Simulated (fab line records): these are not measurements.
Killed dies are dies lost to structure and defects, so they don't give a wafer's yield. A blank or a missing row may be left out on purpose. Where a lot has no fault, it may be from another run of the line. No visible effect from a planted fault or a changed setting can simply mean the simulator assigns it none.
Matching of chambers :: flow nand-harc :: 4 sister chambers for NHARC_P_BONDPAD_ACTIVATE_29 on rie-diel-13
The step chemistry N2, time 60 s. 8 wafers are shown with their chamber, then 7 later ones without.

## WAFERS WITH THEIR CHAMBER
wafer: L118.5
chamber: 2
drypump-motor-current-A (A): 6.12
oes-product-au (a.u.): 1.006

wafer: L114.4
chamber: 3
drypump-motor-current-A (A): 5.41
oes-product-au (a.u.): 0.976

wafer: L114.5
chamber: 1
drypump-motor-current-A (A): 5.67
oes-product-au (a.u.): 0.991

wafer: L113.1
chamber: 2
drypump-motor-current-A (A): 6.14
oes-product-au (a.u.): 0.995

wafer: L113.3
chamber: 3
drypump-motor-current-A (A): 5.43
oes-product-au (a.u.): 0.977

wafer: L113.5
chamber: 0
drypump-motor-current-A (A): 5.88
oes-product-au (a.u.): 1.004

wafer: L123.4
chamber: 1
drypump-motor-current-A (A): 5.64
oes-product-au (a.u.): 0.996

wafer: L123.5
chamber: 0
drypump-motor-current-A (A): 5.89
oes-product-au (a.u.): 1.014

## WAFERS WITH NO CHAMBER GIVEN
wafer: L123.6
drypump-motor-current-A (A): 5.39
oes-product-au (a.u.): 0.986

wafer: L127.1
drypump-motor-current-A (A): 5.64
oes-product-au (a.u.): 0.989

wafer: L127.2
drypump-motor-current-A (A): 5.87
oes-product-au (a.u.): 1.011

wafer: L127.5
drypump-motor-current-A (A): 6.16
oes-product-au (a.u.): 0.998

wafer: L128.1
drypump-motor-current-A (A): 5.88
oes-product-au (a.u.): 1.006

wafer: L128.2
drypump-motor-current-A (A): 5.42
oes-product-au (a.u.): 0.970

wafer: L128.3
drypump-motor-current-A (A): 5.63
oes-product-au (a.u.): 0.982

## WHICH CHAMBER EACH ONE RAN IN
wafer: L123.6
from the rows above: 3
in truth: 3

wafer: L127.1
from the rows above: 1
in truth: 1

wafer: L127.2
from the rows above: 0
in truth: 0

wafer: L127.5
from the rows above: 2
in truth: 2

wafer: L128.1
from the rows above: 0
in truth: 0

wafer: L128.2
from the rows above: 3
in truth: 3

wafer: L128.3
from the rows above: 1
in truth: 1
Correctly placed: 7 of 7. Can't be placed from these rows: 0. 0 placed wrongly.
How it was worked out, from the rows above alone: a wafer's distance from a chamber is the root of the sum, over the readings, of the square of ((its reading less the chamber's mean) divided by the reading's scatter). If the next closest chamber is less than 2 further off than the closest, the wafer can't be placed; otherwise it belongs to the closest. For every chamber, the mean is computed from those of its wafers that are shown. The scatter: take each reading less its chamber's mean, square it, sum over the shown wafers, divide by the number of wafers less the number of chambers, and take the root.
